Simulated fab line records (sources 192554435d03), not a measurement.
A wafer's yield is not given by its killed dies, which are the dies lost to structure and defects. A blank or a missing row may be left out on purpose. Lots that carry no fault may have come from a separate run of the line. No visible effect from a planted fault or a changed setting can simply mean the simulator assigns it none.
Chamber matching    flow n5-finfet    N5_BEOL_M3_ETCH_69 on rie-diel-06 has 4 sister chambers
The step etches SiARC in CF4, target depth 15.6 nm, time 26 s. 16 wafers are shown with their chamber, then 8 later ones without.

EACH WAFER AND ITS CHAMBER
wafer   chamber  showerhead-plenum-p-Torr (Torr)  drypump-motor-current-A (A)  throttle-valve-pct (%)
L075.3  1        2.12                             4.7                          15.79
L075.4  0        2.19                             5.7                          15.33
L075.6  3        1.99                             5.9                          15.35
L077.1  1        2.12                             4.7                          15.78
L077.2  0        2.19                             5.6                          15.32
L077.5  2        2.25                             5.4                          15.44
L086.1  1        2.11                             4.7                          15.83
L086.4  0        2.19                             5.7                          15.37
L086.5  2        2.24                             5.4                          15.49
L090.4  2        2.24                             5.4                          15.49
L090.5  3        1.99                             5.9                          15.39
L090.6  0        2.19                             5.7                          15.37
L091.2  2        2.24                             5.4                          15.51
L091.3  0        2.19                             5.6                          15.38
L091.5  0        2.19                             5.7                          15.38
L093.1  2        2.24                             5.4                          15.52

SIGNATURES (means of the wafers above)
reading                   chamber 0  chamber 1  chamber 2  chamber 3  scatter within a chamber
showerhead-plenum-p-Torr  2.1900     2.1167     2.2420     1.9900     0.0035
drypump-motor-current-A   5.667      4.700      5.400      5.900      0.0333
throttle-valve-pct        15.3583    15.8000    15.4900    15.3700    0.0281
Rule: distance of a wafer from a chamber = root of the sum over the readings of ((wafer's reading minus chamber's mean) / reading's scatter) squared. If the next closest chamber is less than 2 further off than the closest, the wafer can't be placed; otherwise it belongs to the closest. The scatter: take each reading less its chamber's mean, square it, sum over the shown wafers, divide by the number of wafers less the number of chambers, and take the root.

WAFERS WITHOUT THEIR CHAMBER
wafer   showerhead-plenum-p-Torr (Torr)  drypump-motor-current-A (A)  throttle-valve-pct (%)
L093.5  2.24                             5.4                          15.53
L093.6  1.98                             5.9                          15.41
L095.1  2.11                             4.7                          15.33
L095.3  2.23                             5.4                          15.54
L095.5  2.18                             5.7                          15.40
L097.2  2.18                             5.7                          15.40
L097.3  2.23                             5.4                          15.54
L097.4  2.11                             4.7                          15.32

EACH ONE'S CHAMBER
wafer   from the rows above  in truth
L093.5  2                    2
L093.6  3                    3
L095.1  1                    1
L095.3  2                    2
L095.5  0                    0
L097.2  0                    0
L097.3  2                    2
L097.4  1                    1
Correct placement for 8 of the 8. Can't be placed from these rows: 0. Placed wrongly: 0.
